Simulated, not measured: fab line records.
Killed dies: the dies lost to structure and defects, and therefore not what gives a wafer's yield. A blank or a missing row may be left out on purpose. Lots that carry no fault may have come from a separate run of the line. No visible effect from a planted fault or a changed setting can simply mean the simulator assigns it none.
What tool caused it? ; flow nand-harc ; 24 lots, 72 wafers sampled, at 5 steps of a route of 1159

== WHAT EACH GAUGE READ, for each wafer ==
NHARC_A_SGD_CUT_OVL_MEAS_10. Usual: overlay-x-nm 0.1 nm, standard deviation 1; overlay-y-nm 0.1 nm, standard deviation 1.1.
lot;measured;on;overlay-x-nm (nm);overlay-y-nm (nm);flag
L075;day 14 08:55;overlay-01;0.1 0.1 0.4;-1.5 -1.6 -1.5;
L077;day 14 14:46;overlay-01;-0.8 -0.8 -1.0;-0.9 -0.6 -1.1;
L076;day 14 16:38;overlay-01;0.1 -0.2 -0.8;-0.9 -1.0 -0.8;
L074;day 14 15:21;overlay-01;-0.9 -0.9 -1.0;0.5 -0.1 -0.4;
L078;day 14 18:31;overlay-02;2.0 1.2 2.1;0.2 0.3 0.5;
L079;day 15 02:16;overlay-01;-0.6 -1.0 -1.2;1.2 0.6 0.6;
L080;day 15 12:05;overlay-01;0.8 0.2 0.9;0.1 0.5 0.8;
L081;day 15 12:46;overlay-02;0.4 0.3 0.2;-0.6 -0.2 0.0;
L082;day 15 12:04;overlay-01;1.5 1.4 2.0;1.2 1.8 1.3;
L084;day 16 09:35;overlay-01;0.2 -0.5 0.3;0.1 0.5 0.3;
L083;day 16 09:57;overlay-02;1.2 1.6 1.7;0.6 0.4 0.5;
L085;day 17 00:46;overlay-01;0.6 -0.1 -0.1;1.6 1.6 1.5;
L087;day 17 00:35;overlay-02;-1.5 -2.1 -1.8;-0.6 -0.8 -0.9;
L088;day 17 02:10;overlay-01;-0.8 -1.5 -1.7;0.4 0.9 0.1;
L086;day 17 00:56;overlay-01;0.5 0.2 0.7;-1.6 -1.4 -1.9;
L089;day 17 10:41;overlay-02;-0.1 -0.2 -0.6;-1.2 -2.1 -1.5;
L094;day 18 11:03;overlay-01;0.6 -0.3 0.1;1.1 0.6 0.5;
L090;day 18 11:18;overlay-01;-0.9 -0.6 -0.8;-0.9 -0.1 -0.4;
L092;day 18 20:40;overlay-01;0.7 0.9 0.4;1.7 2.2 2.0;
L091;day 18 18:27;overlay-02;-1.6 -1.5 -1.4;0.7 0.5 0.6;
L095;day 18 18:09;overlay-01;0.8 0.8 1.1;0.2 0.3 0.3;
L096;day 18 17:50;overlay-01;0.6 -0.1 0.2;1.1 1.5 1.2;
L093;day 18 23:37;overlay-01;1.3 1.0 1.4;0.8 0.4 0.3;
L097;day 19 12:35;overlay-02;2.1 1.4 1.2;-3.1 -2.8 -2.6;

== TOOL THAT RAN EACH LOT (tool first, then ch and the chambers of the sampled wafers, then the start) ==
lot;NHARC_A_STAIRCASE_ETCH_313;NHARC_A_STAIRCASE_STRIP_316;NHARC_A_STAIRCASE_CMP_450;NHARC_A_STAIRCASE_ETCHBACK_422
L075;rie-diel-01 ch 1,2,3, day 12 08:56;rie-diel-01 ch 2,3, day 14 05:59 or earlier;cmp-02 ch 0,2,3, day 14 05:59;rie-diel-13 ch 0,1, day 14 06:36
L077;rie-diel-01 ch 0,1,2, day 12 13:19;rie-diel-01 ch 0,1, day 14 11:58 or earlier;cmp-04 ch 0,2, day 14 11:58;rie-diel-12 ch 0,2,3, day 14 12:31
L076;rie-diel-12 ch 1,2, day 12 13:25;rie-diel-12 ch 1,2,3, day 14 13:46 or earlier;cmp-02 ch 0,1, day 14 13:46;rie-diel-12 ch 0,2, day 14 14:19
L074;rie-diel-01 ch 0,1,3, day 12 15:02;rie-diel-01 ch 1,2,3, day 14 12:35 or earlier;cmp-03 ch 0,1,2, day 14 12:35;rie-diel-01 ch 0,1,3, day 14 13:07
L078;rie-diel-12 ch 0,1,2, day 12 17:02;rie-diel-12 ch 1,2,3, day 14 15:57 or earlier;cmp-04 ch 1,2,3, day 14 15:57;rie-diel-13 ch 1,2,3, day 14 16:29
L079;rie-diel-13 ch 1,2,3, day 13 00:21;rie-diel-13 ch 1,3, day 14 23:43 or earlier;cmp-02 ch 1,3, day 14 23:43;rie-diel-12 ch 1,2,3, day 15 00:16
L080;rie-diel-01 ch 0,1, day 13 13:15;rie-diel-01 ch 1,2, day 15 09:26 or earlier;cmp-02 ch 0,1, day 15 09:26;rie-diel-13 ch 0,2, day 15 09:58
L081;rie-diel-13 ch 0,1,3, day 13 13:47;rie-diel-13 ch 0,1, day 15 10:01 or earlier;cmp-04 ch 0,1,2, day 15 10:01;rie-diel-12 ch 0,1,2, day 15 10:32
L082;rie-diel-01 ch 0,2,3, day 13 14:59;rie-diel-01 ch 0,1, day 15 09:17 or earlier;cmp-04 ch 0,1,3, day 15 09:17;rie-diel-01 ch 0,2, day 15 09:50
L084;rie-diel-12 ch 0,1,3, day 14 08:25;rie-diel-12 ch 0,1,3, day 16 06:55 or earlier;cmp-04 ch 0,1,2, day 16 06:55;rie-diel-13 ch 0,2,3, day 16 07:27
L083;rie-diel-13 ch 2,3, day 14 12:14;rie-diel-13 ch 0,1,2, day 16 06:41 or earlier;cmp-02 ch 0,2,3, day 16 06:41;rie-diel-01 ch 0,2,3, day 16 07:59
L085;rie-diel-13 ch 1,2,3, day 14 21:19;rie-diel-13 ch 2,3, day 16 21:45 or earlier;cmp-04 ch 0,1,3, day 16 21:45;rie-diel-13 ch 0,1,2, day 16 22:17
L087;rie-diel-12 ch 1,2,3, day 15 02:17;rie-diel-12 ch 1,2,3, day 16 21:41 or earlier;cmp-02 ch 0,2,3, day 16 21:41;rie-diel-01 ch 0,1,3, day 16 22:13
L088;rie-diel-13 ch 0,2,3, day 15 07:46;rie-diel-13 ch 1,2,3, day 16 23:29 or earlier;cmp-04 ch 1,2,3, day 16 23:29;rie-diel-13 ch 0,1,3, day 17 00:01
L086;rie-diel-13 ch 0,2,3, day 15 07:50;rie-diel-13 ch 0,3, day 16 22:01 or earlier;cmp-03 ch 0,2, day 16 22:01;rie-diel-13 ch 1,3, day 16 22:34
L089;rie-diel-13 ch 0,1,3, day 15 12:02;rie-diel-13 ch 1,2, day 17 07:34 or earlier;cmp-03 ch 1,2,3, day 17 07:34;rie-diel-13 ch 0,1, day 17 08:31
L094;rie-diel-13 ch 0,1,2, day 16 12:20;rie-diel-13 ch 0,1,2, day 18 08:17 or earlier;cmp-04 ch 0,1,3, day 18 08:17;rie-diel-13 ch 0,2,3, day 18 08:49
L090;rie-diel-13 ch 0,1, day 16 14:04;rie-diel-13 ch 0,1,3, day 18 08:34 or earlier;cmp-02 ch 0,1, day 18 08:34;rie-diel-13 ch 0,3, day 18 09:07
L092;rie-diel-12 ch 2,3, day 16 14:41;rie-diel-12 ch 0,1,3, day 18 17:31 or earlier;cmp-02 ch 0,1,3, day 18 17:31;rie-diel-01 ch 0,3, day 18 18:15
L091;rie-diel-13 ch 0,1, day 16 21:52;rie-diel-13 ch 1,2, day 18 15:37 or earlier;cmp-04 ch 2,3, day 18 15:37;rie-diel-12 ch 1,2, day 18 16:08
L095;rie-diel-01 ch 0,1,3, day 16 22:21;rie-diel-01 ch 1,2,3, day 18 15:25 or earlier;cmp-04 ch 0,3, day 18 15:25;rie-diel-12 ch 0,3, day 18 15:56
L096;rie-diel-13 ch 0,1,2, day 16 23:54;rie-diel-13 ch 0,1,2, day 18 15:07 or earlier;cmp-02 ch 0,1,3, day 18 15:07;rie-diel-12 ch 1,2,3, day 18 15:40
L093;rie-diel-01 ch 0,3, day 17 00:20;rie-diel-01 ch 1,3, day 18 21:02 or earlier;cmp-02 ch 0,1,2, day 18 21:02;rie-diel-12 ch 0,1, day 18 21:32
L097;rie-diel-01 ch 0,2,3, day 17 11:55;rie-diel-01 ch 0,2,3, day 19 10:04 or earlier;cmp-03 ch 2,3, day 19 10:04;rie-diel-01 ch 1,2, day 19 10:37
- NHARC_A_STAIRCASE_ETCH_313: etches the open film in CF4/CHF3.
- NHARC_A_STAIRCASE_STRIP_316: strips in O2.
- NHARC_A_STAIRCASE_CMP_450: polishes SiO2, target thk 200 nm.
- NHARC_A_STAIRCASE_ETCHBACK_422: etches the open film in CH3F/O2, target depth 40 nm, time 74.286 s.

== WHAT THE TOOLS THEMSELVES READ (means of the sampled wafers that have a number; where no wafer has one, the mark that the record gives instead) ==
NHARC_A_STAIRCASE_ETCH_313. Usual: drypump-motor-current-A 5.8 A, standard deviation 0.45; oes-product-au 0.937 a.u., standard deviation 0.02; rf-vpp-V 371.1 V, standard deviation 2.9; showerhead-plenum-p-Torr 1.59 Torr, standard deviation 0.084; throttle-valve-pct 16.803 %, standard deviation 0.0096.
lot;tool;drypump-motor-current-A (A);oes-product-au (a.u.);rf-vpp-V (V);showerhead-plenum-p-Torr (Torr);throttle-valve-pct (%);flag
L075;rie-diel-01;5.8;0.931;370.6;1.61;16.804;
L077;rie-diel-01;5.8;0.929;368.8;1.53;16.798;
L076;rie-diel-12;5.7;0.924;368.1;1.51;16.805;
L074;rie-diel-01;5.8;0.922;371.1;1.60;16.801;
L078;rie-diel-12;5.8;0.919;369.8;1.54;16.809;
L079;rie-diel-13;6.1;0.946;371.9;1.60;16.799;
L080;rie-diel-01;6.0;0.928;371.0;1.58;16.812;
L081;rie-diel-13;5.7;0.952;370.4;1.59;16.803;
L082;rie-diel-01;5.7;0.924;369.6;1.54;16.805;
L084;rie-diel-12;6.0;0.918;370.5;1.57;16.810;
L083;rie-diel-13;6.1;0.921;370.4;1.55;16.801;
L085;rie-diel-13;6.1;0.973;370.9;1.60;16.806;
L087;rie-diel-12;5.9;0.918;371.2;1.56;16.800;
L088;rie-diel-13;5.6;0.925;371.4;1.60;16.800;
L086;rie-diel-13;5.6;0.925;372.0;1.60;16.802;
L089;rie-diel-13;5.7;0.967;371.1;1.58;16.804;
L094;rie-diel-13;5.6;0.957;373.0;1.65;16.805;
L090;rie-diel-13;5.7;0.960;372.2;1.63;16.798;
L092;rie-diel-12;6.0;0.926;372.0;1.60;16.797;
L091;rie-diel-13;5.7;0.954;374.1;1.63;16.792;
L095;rie-diel-01;5.8;0.923;371.7;1.59;16.804;
L096;rie-diel-13;5.6;0.926;373.4;1.65;16.805;
L093;rie-diel-01;5.7;0.934;369.0;1.54;16.793;
L097;rie-diel-01;5.6;0.975;369.3;1.54;16.805;

NHARC_A_STAIRCASE_STRIP_316. Usual: drypump-motor-current-A 5.8 A, standard deviation 0.45; oes-product-au 1.001 a.u., standard deviation 0.0074; rf-vpp-V 58.0 V, standard deviation 0.91; showerhead-plenum-p-Torr 3.56 Torr, standard deviation 0.19; throttle-valve-pct 17.036 %, standard deviation 0.0087.
lot;tool;drypump-motor-current-A (A);oes-product-au (a.u.);rf-vpp-V (V);showerhead-plenum-p-Torr (Torr);throttle-valve-pct (%);flag
L075;rie-diel-01;5.7;0.998;57.9;3.48;17.031;
L077;rie-diel-01;5.8;1.013;57.9;3.44;17.037;
L076;rie-diel-12;5.9;0.996;58.1;3.50;17.036;
L074;rie-diel-01;5.8;1.006;58.1;3.59;17.035;
L078;rie-diel-12;5.9;0.999;58.7;3.50;17.029;
L079;rie-diel-13;6.2;1.003;58.2;3.54;17.035;
L080;rie-diel-01;5.8;1.002;57.5;3.44;17.033;
L081;rie-diel-13;5.7;0.990;58.3;3.67;17.036;
L082;rie-diel-01;5.8;1.009;57.9;3.43;17.039;
L084;rie-diel-12;6.0;0.993;58.1;3.51;17.035;
L083;rie-diel-13;5.6;1.002;57.9;3.72;17.043;
L085;rie-diel-13;6.1;0.998;57.8;3.47;17.030;
L087;rie-diel-12;5.9;0.992;57.0;3.49;17.032;
L088;rie-diel-13;6.1;0.999;57.8;3.58;17.041;
L086;rie-diel-13;5.2;1.002;58.2;3.57;17.040;
L089;rie-diel-13;6.0;1.006;58.6;3.74;17.031;
L094;rie-diel-13;5.6;1.000;57.4;3.70;17.036;
L090;rie-diel-13;5.7;1.003;58.2;3.54;17.035;
L092;rie-diel-12;6.0;0.997;57.7;3.50;17.041;
L091;rie-diel-13;6.1;0.995;58.4;3.68;17.039;
L095;rie-diel-01;5.8;1.000;58.4;3.57;17.044;
L096;rie-diel-13;5.6;1.009;59.3;3.70;17.029;
L093;rie-diel-01;5.8;1.002;57.7;3.72;17.034;
L097;rie-diel-01;5.7;1.007;58.4;3.45;17.028;

NHARC_A_STAIRCASE_CMP_450. Usual: edge-zone-pressure-frac 1.001, standard deviation 0.0049; motor-current-A 12.8 A, standard deviation 1.4.
lot;tool;edge-zone-pressure-frac;motor-current-A (A);flag
L075;cmp-02;1.000;13.2;
L077;cmp-04;1.001;12.6;
L076;cmp-02;0.998;13.4;
L074;cmp-03;1.001;11.2;
L078;cmp-04;0.996;13.1;
L079;cmp-02;1.000;12.7;
L080;cmp-02;0.994;12.4;
L081;cmp-04;1.004;12.4;
L082;cmp-04;0.998;12.5;
L084;cmp-04;1.004;12.6;
L083;cmp-02;1.003;12.9;
L085;cmp-04;1.003;12.6;
L087;cmp-02;1.004;12.8;
L088;cmp-04;1.003;13.7;
L086;cmp-03;0.997;11.0;
L089;cmp-03;1.002;12.3;
L094;cmp-04;1.000;12.6;
L090;cmp-02;1.002;12.6;
L092;cmp-02;0.993;12.9;
L091;cmp-04;1.000;14.8;
L095;cmp-04;1.003;13.5;
L096;cmp-02;1.001;12.7;
L093;cmp-02;1.005;12.2;
L097;cmp-03;0.991;13.0;

NHARC_A_STAIRCASE_ETCHBACK_422. Usual: drypump-motor-current-A 5.8 A, standard deviation 0.46; oes-product-au 0.96 a.u., standard deviation 0.036; rf-vpp-V 244.3 V, standard deviation 2.1; showerhead-plenum-p-Torr 2.46 Torr, standard deviation 0.13; throttle-valve-pct 20.663 %, standard deviation 0.0093.
lot;tool;drypump-motor-current-A (A);oes-product-au (a.u.);rf-vpp-V (V);showerhead-plenum-p-Torr (Torr);throttle-valve-pct (%);flag
L075;rie-diel-13;5.7;1.00;244.9;2.56;20.665;
L077;rie-diel-12;6.0;0.93;245.0;2.48;20.659;
L076;rie-diel-12;5.9;0.93;244.9;2.45;20.659;
L074;rie-diel-01;5.8;1.00;244.5;2.50;20.664;
L078;rie-diel-13;6.1;0.92;244.9;2.50;20.663;
L079;rie-diel-12;5.9;0.92;243.8;2.43;20.671;
L080;rie-diel-13;5.6;0.93;246.7;2.63;20.658;
L081;rie-diel-12;5.8;0.99;244.1;2.40;20.659;
L082;rie-diel-01;5.7;1.01;242.6;2.30;20.661;
L084;rie-diel-13;5.6;0.93;244.9;2.51;20.655;
L083;rie-diel-01;5.6;1.00;243.6;2.41;20.668;
L085;rie-diel-13;5.6;0.93;246.3;2.58;20.657;
L087;rie-diel-01;5.8;0.93;244.9;2.49;20.669;
L088;rie-diel-13;5.7;0.93;244.6;2.47;20.666;
L086;rie-diel-13;6.2;0.92;243.3;2.37;20.654;
L089;rie-diel-13;5.2;0.93;246.1;2.56;20.675;
L094;rie-diel-13;5.6;0.93;244.4;2.50;20.658;
L090;rie-diel-13;5.6;1.00;243.2;2.38;20.666;
L092;rie-diel-01;5.6;0.92;245.1;2.51;20.668;
L091;rie-diel-12;5.7;0.99;242.2;2.34;20.661;
L095;rie-diel-12;6.2;1.00;244.9;2.52;20.655;
L096;rie-diel-12;5.9;1.00;244.4;2.42;20.661;
L093;rie-diel-12;6.0;0.92;243.4;2.40;20.664;
L097;rie-diel-01;6.0;0.99;244.1;2.46;20.670;

== THE ANSWER, worked out from the rows above alone ==
Rule: take the mean of a lot's wafers that have a number; if it is more than 3 standard deviations from the usual mean, the lot is off. Also off: a lot with no number at a reading for which 4 or more lots have one. Where the step has rows for the other lots, those lots are counted as sound. After the gauges, taken in route order, come the tools' own readings; for these a lot's mean is taken, as printed above. The first step at which some lot is off is used, and at that step the reading that is off furthest; a lot without a number counts as furthest.
Nothing can be told from this: no lot is off at any reading shown.

== WHAT THE SIMULATOR PUT IN ==
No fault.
